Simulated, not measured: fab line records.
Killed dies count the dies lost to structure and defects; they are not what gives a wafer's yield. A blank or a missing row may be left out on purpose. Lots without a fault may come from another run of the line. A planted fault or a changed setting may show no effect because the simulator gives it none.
Matching of chambers / flow n5-finfet / 4 sister chambers for N5_HKMG_FIN_ALD_91 on ald-metal-03
The step deposits TiN, target thk 1 nm, pulse time 1 s, purge time 3 s. 24 wafers are shown with their chamber, then 12 later ones without.

WAFERS, EACH WITH ITS CHAMBER
wafer=L074.2; chamber=2; heater-power-w (W)=990; precursor-pulse-height-rel=0.978
wafer=L074.5; chamber=3; heater-power-w (W)=891; precursor-pulse-height-rel=0.998
wafer=L074.6; chamber=2; heater-power-w (W)=965; precursor-pulse-height-rel=0.992
wafer=L075.2; chamber=3; heater-power-w (W)=853; precursor-pulse-height-rel=0.994
wafer=L075.3; chamber=0; heater-power-w (W)=972; precursor-pulse-height-rel=1.038
wafer=L075.5; chamber=0; heater-power-w (W)=999; precursor-pulse-height-rel=0.990
wafer=L077.1; chamber=1; heater-power-w (W)=778; precursor-pulse-height-rel=1.016
wafer=L077.2; chamber=0; heater-power-w (W)=998; precursor-pulse-height-rel=1.008
wafer=L077.5; chamber=3; heater-power-w (W)=891; precursor-pulse-height-rel=0.995
wafer=L084.1; chamber=1; heater-power-w (W)=762; precursor-pulse-height-rel=1.008
wafer=L084.3; chamber=2; heater-power-w (W)=971; precursor-pulse-height-rel=0.988
wafer=L084.6; chamber=2; heater-power-w (W)=964; precursor-pulse-height-rel=1.041
wafer=L085.1; chamber=2; heater-power-w (W)=932; precursor-pulse-height-rel=1.042
wafer=L085.3; chamber=3; heater-power-w (W)=876; precursor-pulse-height-rel=0.963
wafer=L085.6; chamber=3; heater-power-w (W)=889; precursor-pulse-height-rel=0.981
wafer=L086.3; chamber=2; heater-power-w (W)=957; precursor-pulse-height-rel=1.005
wafer=L086.4; chamber=1; heater-power-w (W)=771; precursor-pulse-height-rel=0.965
wafer=L086.5; chamber=3; heater-power-w (W)=888; precursor-pulse-height-rel=1.009
wafer=L087.1; chamber=0; heater-power-w (W)=996; precursor-pulse-height-rel=0.975
wafer=L087.4; chamber=1; heater-power-w (W)=772; precursor-pulse-height-rel=1.010
wafer=L087.5; chamber=0; heater-power-w (W)=995; precursor-pulse-height-rel=1.011
wafer=L088.1; chamber=2; heater-power-w (W)=964; precursor-pulse-height-rel=0.987
wafer=L088.3; chamber=1; heater-power-w (W)=775; precursor-pulse-height-rel=1.021
wafer=L088.6; chamber=2; heater-power-w (W)=974; precursor-pulse-height-rel=0.991

SIGNATURES, as means of the wafers listed above
reading=heater-power-w; chamber 0=992.00; chamber 1=771.60; chamber 2=964.62; chamber 3=881.33; scatter within a chamber=13.6
reading=precursor-pulse-height-rel; chamber 0=1.00440; chamber 1=1.00400; chamber 2=1.00300; chamber 3=0.99000; scatter within a chamber=0.0222
Rule: distance of a wafer from a chamber = root of the sum over the readings of ((wafer's reading minus chamber's mean) / reading's scatter) squared. If the next closest chamber is less than 2 further off than the closest, the wafer can't be placed; otherwise it belongs to the closest. How the scatter is found: for the shown wafers, subtract from each reading the mean of its chamber, square and add these, divide the total by (wafers less chambers), then take the root.

WAFERS WITHOUT THEIR CHAMBER
wafer=L093.2; heater-power-w (W)=784; precursor-pulse-height-rel=0.956
wafer=L093.4; heater-power-w (W)=970; precursor-pulse-height-rel=1.027
wafer=L093.5; heater-power-w (W)=892; precursor-pulse-height-rel=0.983
wafer=L094.2; heater-power-w (W)=969; precursor-pulse-height-rel=0.972
wafer=L094.4; heater-power-w (W)=771; precursor-pulse-height-rel=0.984
wafer=L094.6; heater-power-w (W)=973; precursor-pulse-height-rel=0.977
wafer=L096.2; heater-power-w (W)=865; precursor-pulse-height-rel=1.059
wafer=L096.4; heater-power-w (W)=773; precursor-pulse-height-rel=0.951
wafer=L096.6; heater-power-w (W)=987; precursor-pulse-height-rel=1.000
wafer=L097.4; heater-power-w (W)=790; precursor-pulse-height-rel=1.004
wafer=L097.5; heater-power-w (W)=995; precursor-pulse-height-rel=1.006
wafer=L097.6; heater-power-w (W)=885; precursor-pulse-height-rel=0.975

EACH ONE'S CHAMBER
wafer=L093.2; from the rows above=1; in truth=1
wafer=L093.4; from the rows above=can't be placed: 2 or 0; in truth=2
wafer=L093.5; from the rows above=3; in truth=3
wafer=L094.2; from the rows above=can't be placed: 2 or 0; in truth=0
wafer=L094.4; from the rows above=1; in truth=1
wafer=L094.6; from the rows above=can't be placed: 2 or 0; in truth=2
wafer=L096.2; from the rows above=3; in truth=3
wafer=L096.4; from the rows above=1; in truth=1
wafer=L096.6; from the rows above=can't be placed: 0 or 2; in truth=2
wafer=L097.4; from the rows above=1; in truth=1
wafer=L097.5; from the rows above=0; in truth=0
wafer=L097.6; from the rows above=3; in truth=3
Correct placement for 8 of the 12. From these rows, 4 cannot be placed; in 4 the true chamber is one of the candidates. Placed wrongly: 0.
